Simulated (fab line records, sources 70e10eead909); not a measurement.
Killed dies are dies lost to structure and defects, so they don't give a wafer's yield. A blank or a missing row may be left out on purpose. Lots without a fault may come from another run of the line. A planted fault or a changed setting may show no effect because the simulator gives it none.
Chamber matching | flow nand_harc | NHARC_A_CONTACT_DEP_85 on pecvd-02: 3 sister chambers
The step deposits SiON, target thk 60 nm. 24 wafers are shown with their chamber, then 12 later ones without.

WAFERS WITH THEIR CHAMBER
wafer  | chamber | showerhead_vpp_V (V) | heater_power_w (W)
L075.1 | 1       | 1194                 | 703
L075.2 | 0       | 1186                 | 905
L075.6 | 2       | 1088                 | 758
L076.3 | 2       | 1100                 | 688
L076.4 | 2       | 1089                 | 691
L076.5 | 0       | 1192                 | 851
L077.1 | 1       | 1191                 | 761
L077.2 | 2       | 1102                 | 755
L077.4 | 2       | 1082                 | 775
L079.2 | 2       | 1100                 | 766
L079.3 | 0       | 1195                 | 851
L079.4 | 0       | 1167                 | 868
L081.1 | 0       | 1197                 | 879
L081.5 | 2       | 1087                 | 658
L081.6 | 1       | 1199                 | 742
L084.2 | 0       | 1180                 | 994
L084.5 | 1       | 1204                 | 836
L084.6 | 0       | 1178                 | 979
L089.1 | 2       | 1106                 | 822
L089.5 | 2       | 1100                 | 809
L089.6 | 1       | 1182                 | 749
L090.1 | 1       | 1203                 | 785
L090.3 | 0       | 1168                 | 991
L090.5 | 1       | 1212                 | 788

SIGNATURES (means of the wafers above)
reading          | chamber 0 | chamber 1 | chamber 2 | scatter within a chamber
showerhead_vpp_V | 1182.88   | 1197.86   | 1094.89   | 9.97
heater_power_w   | 914.75    | 766.29    | 746.89    | 55.1
Rule: a wafer's distance from a chamber is the root of the sum, over the readings, of the square of ((its reading less the chamber's mean) divided by the reading's scatter). The wafer belongs to the nearest chamber; if the next one is less than 2 further off, it can't be placed. The scatter: the root of (the sum of the squares of (reading less its chamber's mean) over the shown wafers, divided by (wafers less chambers)).

WAFERS WITHOUT THEIR CHAMBER
wafer  | showerhead_vpp_V (V) | heater_power_w (W)
L092.1 | 1101                 | 747
L092.3 | 1213                 | 749
L092.5 | 1201                 | 753
L096.1 | 1186                 | 962
L096.4 | 1180                 | 819
L096.6 | 1177                 | 1002
L097.2 | 1178                 | 987
L097.3 | 1087                 | 750
L097.4 | 1092                 | 723
L095.1 | 1180                 | 812
L095.4 | 1184                 | 839
L095.6 | 1206                 | 822

WHICH CHAMBER EACH WENT THROUGH
wafer  | from the rows above     | in truth
L092.1 | 2                       | 2
L092.3 | 1                       | 1
L092.5 | 1                       | 1
L096.1 | 0                       | 0
L096.4 | can't be placed: 0 or 1 | 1
L096.6 | 0                       | 0
L097.2 | 0                       | 0
L097.3 | 2                       | 2
L097.4 | 2                       | 2
L095.1 | can't be placed: 0 or 1 | 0
L095.4 | can't be placed: 0 or 1 | 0
L095.6 | can't be placed: 1 or 0 | 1
Placed correctly: 8 of 12. Can't be placed from these rows: 4 (the true chamber is among the candidates in 4). Placed wrongly: 0.
